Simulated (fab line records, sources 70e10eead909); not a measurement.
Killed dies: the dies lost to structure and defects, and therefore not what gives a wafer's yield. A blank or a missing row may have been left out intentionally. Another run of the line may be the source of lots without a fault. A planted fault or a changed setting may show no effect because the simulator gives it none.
Matching of chambers | flow nandHarc | pecvd-04 running NHARC_P_M0_DEP_32: 3 sister chambers
The step deposits SiCN, target thk 30 nm. 3 wafers are shown with their chamber, then 11 later ones without.

## EACH WAFER AND ITS CHAMBER
wafer  | chamber | showerheadVppV (V)
L080.2 | 2       | 1273
L080.5 | 1       | 1232
L081.2 | 0       | 1317

## WAFERS WITHOUT THEIR CHAMBER
wafer  | showerheadVppV (V)
L081.4 | 1280
L081.5 | 1243
L090.1 | 1300
L090.2 | 1254
L090.3 | 1252
L093.3 | 1294
L093.5 | 1261
L093.6 | 1301
L094.1 | 1273
L094.4 | 1281
L094.5 | 1248

## EACH ONE'S CHAMBER
wafer  | from the rows above     | in truth
L081.4 | 2                       | 2
L081.5 | can't be placed: 1 or 2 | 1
L090.1 | can't be placed: 0 or 2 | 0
L090.2 | can't be placed: 2 or 1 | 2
L090.3 | can't be placed: 1 or 2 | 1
L093.3 | can't be placed: 2 or 0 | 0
L093.5 | can't be placed: 2 or 1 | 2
L093.6 | can't be placed: 0 or 2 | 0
L094.1 | 2                       | 2
L094.4 | can't be placed: 2 or 0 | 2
L094.5 | can't be placed: 1 or 2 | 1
Placed correctly: 2 of 11. Cannot be placed on the basis of these rows: 9; the candidates contain the true chamber in 9. Placed wrongly: 0.
How it was worked out, from the rows above alone: a wafer's distance from a chamber is the root of the sum, over the readings, of the square of ((its reading less the chamber's mean) divided by the reading's scatter). If the next closest chamber is less than 2 further off than the closest, the wafer can't be placed; otherwise it belongs to the closest. Each chamber's mean is taken over the wafers shown for it. The scatter: with one shown wafer a chamber, the root of the mean of the squares of how far each hidden wafer lies from its nearest shown one.
